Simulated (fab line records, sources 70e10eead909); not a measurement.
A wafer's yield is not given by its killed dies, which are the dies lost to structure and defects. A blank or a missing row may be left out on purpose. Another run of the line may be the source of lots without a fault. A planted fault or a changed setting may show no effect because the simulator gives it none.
fab line records | flow nandHarc | part 2 of 2: steps 5 to 6 of 6
record: lots: 20 | wafers: 60 | lastDay: 24
route steps=1159 shown A_CHANNEL_HOLE_D1@476 A_STAIRCASE@557
lots untouched by any fault: they come from a run of this same line in which no faults occurred
startH: start of the lot's first displayed wafer, in hours after the record's first day | waitH: time in hours since the lot's previous step | " same as the row above | L1.1+2: a single row standing in for several wafers | - no value present, or no start provided | * or withheld: withheld | < > ~ a bound
route shown NAME@n: a module of which the file shows steps, and the number in the route of the first | usual: mean and standard deviation over wafers with no fault | same: alike in all rows | chamber/n: place in a boat | sites: readings site by site | _std_site: how widely they spread, as a standard deviation | _edge_site: mean of outer sites minus mean of inner sites | radiusMm: how far each site lies from the wafer's centre | mask NAME#n: copy n | behind: the most recent tool/chamber to have shaped the wafer | hold: why the lot went on hold/how many hours it stayed there/how the hold came to an end | device: whichever transistor did not switch (one of n, p or np) | end of line: the same wafers' tests at the end of the route | a step given without rows: its recipe and nothing more | killed: dies lost to structure and defects at the first sort, not the wafer's yield | map: dies across one wafer; x = killed, . = not, _ = none there
set.NAME: the run value of the setting; set.NAME@STEP: its run value at that earlier step | model.NAME: the simulator's own value behind a step, which no gauge read
steps of the route over a sample of lots; a table a step, a row a wafer
services: from which hour (startH, from the record's first day; less than 0 if before it) a tool's chamber was out of use, for how many hours, and why
== steps ==
step: NHARC_A_STAIRCASE_ETCH_221
recipe: targetDepthA: 1000 | timeS: 40.5 | ionEnergyEv: 400 | c4f8FlowSccm: 20 | o2FlowSccm: 10 | arFlowSccm: withheld | rfW: 600 | biasW: 1000 | chemistry: C4F8/O2
usual: oesProductAu: 0.938/0.013 | rfVppV: 895/3.7
lot.wafer | tool       | chamber | startH | waitH | oesProductAu | rfHoursCounterH | rfVppV
L074.3    | rieDiel-02 | 0       | -      | -     | 0.946        | 26              | 891
L074.1    | "          | 1       | "      | "     | 0.946        | 22              | 888
L074.5    | "          | 2       | "      | "     | 0.944        | -               | 892
L075.2    | rieDiel-03 | 3       | -      | -     | 0.930        | 12              | 896
L075.3    | "          | 0       | "      | "     | 0.926        | 10              | 894
L075.1    | "          | 1       | "      | "     | 0.920        | 9               | 899
L077.2    | rieDiel-02 | 0       | -      | -     | 0.944        | 41              | 890
L077.1    | "          | 2       | "      | "     | 0.943        | 41              | 891
L077.3    | "          | 3       | "      | "     | 0.943        | 40              | 896
L076.3    | rieDiel-03 | 2       | -      | -     | 0.951        | 17              | 900
L076.2    | "          | 3       | "      | "     | 0.957        | 18              | 895
L076.6    | "          | 1       | "      | "     | 0.951        | -               | 900
L078.1    | rieDiel-03 | 1       | -      | -     | 0.921        | 16              | 899
L078.4    | "          | 0       | "      | "     | 0.938        | 16              | 895
L078.6    | "          | 2       | "      | "     | 0.945        | -               | 899
L079.3    | rieDiel-02 | 1       | -      | -     | 0.939        | 39              | 888
L079.4    | "          | 0       | "      | "     | 0.940        | 45              | 892
L079.6    | "          | 2       | "      | "     | 0.955        | -               | 891
L080.4    | rieDiel-02 | 3       | -      | -     | 0.960        | 46              | 893
L080.1    | "          | 2       | "      | "     | 0.942        | 46              | 893
L080.5    | "          | 3       | "      | "     | 0.948        | -               | 893
L082.2    | rieDiel-03 | 2       | -      | -     | 0.939        | 25              | 901
L082.6    | "          | 2       | "      | "     | 0.928        | -               | 901
L082.5    | "          | 3       | "      | "     | 0.930        | -               | 895
L081.1    | rieDiel-03 | 2       | -      | -     | 0.943        | 29              | 900
L081.2    | "          | 3       | "      | "     | 0.948        | 29              | 894
L081.4    | "          | 0       | "      | "     | 0.946        | 25              | 895
L084.3    | rieDiel-12 | 3       | -      | -     | 0.929        | 30              | 898
L084.4    | "          | 0       | "      | "     | 0.920        | 33              | 901
L084.5    | "          | 0       | "      | "     | 0.914        | -               | 898
L085.2    | rieDiel-12 | 1       | -      | -     | 0.929        | 34              | 891
L085.3    | "          | 2       | "      | "     | 0.912        | 33              | 902
L085.6    | "          | 3       | "      | "     | 0.931        | -               | 899
L086.2    | rieDiel-02 | 0       | -      | -     | 0.950        | 58              | 891
L086.3    | "          | 1       | "      | "     | 0.936        | 52              | 886
L086.5    | "          | 3       | "      | "     | 0.936        | -               | 893
L083.4    | rieDiel-12 | 3       | -      | -     | 0.927        | 35              | 900
L083.5    | "          | 2       | "      | "     | 0.915        | -               | 902
L083.6    | "          | 3       | "      | "     | 0.930        | -               | 897
L090.4    | rieDiel-03 | 0       | -      | -     | 0.919        | 46              | 895
L090.5    | "          | 2       | "      | "     | 0.932        | -               | 899
L090.6    | "          | 3       | "      | "     | 0.945        | -               | 896
L092.4    | rieDiel-03 | 2       | -      | -     | 0.932        | 50              | 899
L092.6    | "          | 0       | "      | "     | 0.918        | -               | 893
L092.5    | "          | 1       | "      | "     | 0.933        | -               | 899
L093.2    | rieDiel-02 | 3       | -      | -     | 0.966        | 5               | 894
L093.1    | "          | 0       | "      | "     | 0.959        | 5               | 890
L093.3    | "          | 2       | "      | "     | 0.951        | 6               | 892
L091.4    | rieDiel-03 | 0       | -      | -     | 0.932        | 48              | 895
L091.2    | "          | 1       | "      | "     | 0.928        | 46              | 899
L091.5    | "          | 0       | "      | "     | 0.922        | -               | 894
L094.1    | rieDiel-03 | 0       | -      | -     | 0.930        | 50              | 895
L094.3    | "          | 1       | "      | "     | 0.929        | 47              | 898
L094.2    | "          | 3       | "      | "     | 0.943        | 53              | 894
L095.4    | rieDiel-02 | 2       | -      | -     | 0.929        | 14              | 891
L095.3    | "          | 0       | "      | "     | 0.946        | 13              | 890
L095.6    | "          | 2       | "      | "     | 0.931        | -               | 891
L096.1    | rieDiel-03 | 3       | -      | -     | 0.948        | 64              | 894
L096.4    | "          | 0       | "      | "     | 0.947        | 63              | 894
L096.6    | "          | 2       | "      | "     | 0.940        | -               | 900
step: NHARC_A_STAIRCASE_TRIM_226
recipe: timeS: 211.2 | o2FlowSccm: 500 | arFlowSccm: 0 | biasW: 0 | chemistry: O2
usual: drypumpMotorCurrentA: 5.5/0.42 | o2FlowSccm: 500.0/1.5 | oesProductAu: 1.003/0.013 | rfVppV: 57.7/0.86 | showerheadPlenumPTorr: 3.51/0.1 | throttleValvePct: 17.036/0.0099
lot.wafer | tool       | chamber | startH | waitH | drypumpMotorCurrentA | o2FlowSccm | oesProductAu | rfHoursCounterH | rfVppV | showerheadPlenumPTorr | throttleValvePct
L074.1    | rieDiel-02 | 1       | -      | -     | 6.0                  | 501.2      | 0.991        | 23              | 56.7   | 3.32                  | 17.034
L074.3    | "          | 3       | "      | "     | 5.2                  | 497.3      | 1.010        | 26              | 56.8   | 3.48                  | 17.033
L074.5    | "          | 2       | "      | "     | 5.3                  | 499.3      | 0.999        | -               | 58.5   | 3.42                  | 17.038
L075.1    | rieDiel-03 | 1       | -      | -     | 4.9                  | 499.4      | 0.997        | 10              | 57.8   | 3.60                  | 17.044
L075.2    | "          | 2       | "      | "     | 5.2                  | 502.3      | 1.015        | 11              | 57.9   | 3.64                  | 17.054
L075.3    | "          | 3       | "      | "     | 6.1                  | 501.3      | 1.007        | 13              | 56.0   | 3.50                  | 17.022
L077.2    | rieDiel-02 | 1       | -      | -     | 6.0                  | 498.9      | 0.995        | 36              | 55.8   | 3.31                  | 17.047
L077.1    | "          | 2       | "      | "     | 5.3                  | 501.9      | 1.004        | 41              | 57.3   | 3.42                  | 17.053
L077.3    | "          | 3       | "      | "     | 5.2                  | 500.8      | 1.004        | 40              | 58.5   | 3.47                  | 17.039
L076.3    | rieDiel-03 | 2       | -      | -     | 5.2                  | 500.0      | 1.022        | 17              | 57.8   | 3.64                  | 17.041
L076.2    | "          | 3       | "      | "     | 6.1                  | 500.4      | 1.018        | 18              | 58.0   | 3.50                  | 17.038
L076.6    | "          | 2       | "      | "     | 5.2                  | 501.5      | 1.016        | -               | 56.6   | 3.64                  | 17.045
L078.4    | rieDiel-03 | 1       | -      | -     | 4.9                  | 500.4      | 1.008        | 16              | 59.3   | 3.60                  | 17.045
L078.1    | "          | 3       | "      | "     | 6.1                  | 500.1      | 1.014        | 18              | 58.2   | 3.50                  | 17.040
L078.6    | "          | 0       | "      | "     | 5.1                  | 499.6      | 1.011        | -               | 58.1   | 3.51                  | 17.013
L079.3    | rieDiel-02 | 2       | -      | -     | 5.4                  | 498.7      | 1.009        | 44              | 56.2   | 3.42                  | 17.039
L079.4    | "          | 1       | "      | "     | 6.0                  | 499.8      | 1.008        | 40              | 57.7   | 3.31                  | 17.044
L079.6    | "          | 2       | "      | "     | 5.4                  | 501.7      | 1.001        | -               | 56.4   | 3.42                  | 17.036
L080.1    | rieDiel-02 | 2       | -      | -     | 5.3                  | 502.2      | 0.999        | 46              | 57.9   | 3.41                  | 17.039
L080.4    | "          | 3       | "      | "     | 5.2                  | 499.9      | 1.001        | 46              | 57.4   | 3.47                  | 17.046
L080.5    | "          | 2       | "      | "     | 5.4                  | 500.5      | 1.002        | -               | 58.2   | 3.41                  | 17.031
L082.2    | rieDiel-03 | 3       | -      | -     | 6.1                  | 499.3      | 1.006        | 26              | 57.8   | 3.49                  | 17.028
L082.6    | "          | 1       | "      | "     | 4.9                  | 501.0      | 0.984        | -               | 57.6   | 3.60                  | 17.037
L082.5    | "          | 2       | "      | "     | 5.2                  | 499.6      | 1.015        | -               | 57.4   | 3.63                  | 17.033
L081.2    | rieDiel-03 | 2       | -      | -     | 5.2                  | 500.5      | 0.992        | 29              | 57.8   | 3.63                  | 17.018
L081.4    | "          | 3       | "      | "     | 6.1                  | 500.2      | 1.018        | 29              | 57.2   | 3.49                  | 17.022
L081.1    | "          | 0       | "      | "     | 5.1                  | 498.9      | 0.998        | 26              | 57.0   | 3.50                  | 17.034
L084.3    | rieDiel-12 | 1       | -      | -     | 5.9                  | 502.0      | 0.994        | 34              | 58.0   | 3.40                  | 17.056
L084.4    | "          | 2       | "      | "     | 6.1                  | 502.0      | 0.963        | 32              | 58.0   | 3.70                  | 17.016
L084.5    | "          | 0       | "      | "     | 5.6                  | 499.7      | 0.968        | -               | 56.9   | 3.61                  | 17.052
L085.2    | rieDiel-12 | 3       | -      | -     | 5.4                  | 499.5      | 1.003        | 31              | 57.5   | 3.59                  | 17.037
L085.3    | "          | 0       | "      | "     | 5.6                  | 500.1      | 0.979        | 34              | 59.3   | 3.61                  | 17.040
L085.6    | "          | 3       | "      | "     | 5.4                  | 501.4      | 0.996        | -               | 57.9   | 3.59                  | 17.026
L086.3    | rieDiel-02 | 0       | -      | -     | 5.9                  | 497.5      | 1.010        | 59              | 58.1   | 3.39                  | 17.032
L086.2    | "          | 1       | "      | "     | 6.0                  | 502.3      | 1.004        | 53              | 55.9   | 3.30                  | 17.028
L086.5    | "          | 0       | "      | "     | 5.8                  | 500.3      | 1.007        | -               | 58.0   | 3.39                  | 17.039
L083.4    | rieDiel-12 | 3       | -      | -     | 5.3                  | 499.8      | 1.003        | 35              | 58.9   | 3.59                  | 17.055
L083.5    | "          | 0       | "      | "     | 5.6                  | 500.0      | 0.989        | -               | 57.7   | 3.61                  | 17.031
L083.6    | "          | 1       | "      | "     | 5.9                  | 500.9      | 0.995        | -               | 55.6   | 3.40                  | 17.038
L090.4    | rieDiel-03 | 3       | -      | -     | 6.1                  | 496.9      | 1.021        | 49              | 56.9   | 3.48                  | 17.040
L090.5    | "          | 2       | "      | "     | 5.2                  | 499.2      | 0.999        | -               | 59.5   | 3.62                  | 17.032
L090.6    | "          | 3       | "      | "     | 6.0                  | 501.2      | 1.011        | -               | 56.8   | 3.48                  | 17.043
L092.4    | rieDiel-03 | 2       | -      | -     | 5.2                  | 499.7      | 1.006        | 50              | 58.3   | 3.62                  | 17.039
L092.6    | "          | 1       | "      | "     | 4.9                  | 499.2      | 0.997        | -               | 57.8   | 3.58                  | 17.036
L092.5    | "          | 2       | "      | "     | 5.2                  | 499.4      | 1.014        | -               | 58.3   | 3.62                  | 17.047
L093.1    | rieDiel-02 | 1       | -      | -     | 6.0                  | 500.3      | 1.004        | 7               | 57.3   | 3.29                  | 17.056
L093.3    | "          | 2       | "      | "     | 5.3                  | 498.4      | 0.999        | 7               | 58.2   | 3.40                  | 17.044
L093.2    | "          | 3       | "      | "     | 5.2                  | 499.8      | 1.031        | 6               | 58.0   | 3.46                  | 17.039
L091.4    | rieDiel-03 | 2       | -      | -     | 5.2                  | 501.3      | 1.005        | 52              | 59.1   | 3.62                  | 17.033
L091.2    | "          | 3       | "      | "     | 6.0                  | 500.0      | 1.019        | 52              | 57.2   | 3.48                  | 17.034
L091.5    | "          | 3       | "      | "     | 6.1                  | 500.3      | 1.025        | -               | 58.2   | 3.48                  | 17.030
L094.1    | rieDiel-03 | 3       | -      | -     | 6.1                  | 499.7      | 1.014        | 53              | 58.1   | 3.48                  | 17.035
L094.2    | "          | 0       | "      | "     | 5.1                  | 499.4      | 1.006        | 50              | 59.4   | 3.49                  | 17.036
L094.3    | "          | 1       | "      | "     | 4.9                  | 501.2      | 0.991        | 48              | 57.8   | 3.58                  | 17.033
L095.3    | rieDiel-02 | 0       | -      | -     | 5.9                  | 501.7      | 1.012        | 13              | 56.3   | 3.38                  | 17.039
L095.4    | "          | 2       | "      | "     | 5.3                  | 502.1      | 0.992        | 14              | 56.6   | 3.40                  | 17.024
L095.6    | "          | 3       | "      | "     | 5.2                  | 499.1      | 1.030        | -               | 56.3   | 3.46                  | 17.035
L096.4    | rieDiel-03 | 3       | -      | -     | 6.0                  | 497.2      | 1.023        | 64              | 57.4   | 3.47                  | 17.041
L096.1    | "          | 1       | "      | "     | 4.9                  | 499.5      | 0.994        | 58              | 57.6   | 3.58                  | 17.025
L096.6    | "          | 2       | "      | "     | 5.2                  | 499.6      | 0.996        | -               | 57.5   | 3.61                  | 17.035
== services ==
tool       | chamber | startH | hours | kind
rieDiel-12 | 2       | 143.75 | 1.7   | repair
rieDiel-02 | -       | 150.86 | 9.0   | pm
rieDiel-02 | 0       | 150.86 | 9.0   | ventCycle
rieDiel-02 | 1       | 150.86 | 9.0   | ventCycle
rieDiel-02 | 2       | 150.86 | 9.0   | ventCycle
rieDiel-02 | 3       | 150.86 | 9.0   | ventCycle
rieDiel-02 | 0       | 159.86 | -     | clean
rieDiel-02 | 1       | 159.86 | -     | clean
rieDiel-02 | 1       | 159.86 | -     | consumableReplace:focusRing
rieDiel-02 | 2       | 159.86 | -     | clean
rieDiel-02 | 1       | 164.22 | 11.6  | repair
rieDiel-12 | -       | 197.12 | 5.7   | repair
rieDiel-12 | -       | 202.83 | 9.0   | pm
rieDiel-03 | -       | 215.38 | 9.0   | pm
rieDiel-02 | 3       | 287.61 | 5.5   | repair
harEtch-01 | -       | 305.00 | 17.0  | pm
rieDiel-12 | 3       | 319.36 | 2.0   | repair
rieDiel-02 | -       | 327.86 | 9.0   | pm
rieDiel-03 | 1       | 332.84 | 6.5   | repair
rieDiel-12 | 1       | 337.97 | 1.2   | repair
harEtch-01 | -       | 348.37 | 9.2   | repair
harEtch-01 | -       | 360.46 | 6.3   | repair
rieDiel-12 | -       | 379.86 | 9.0   | pm
rieDiel-02 | 0       | 383.46 | 2.1   | repair
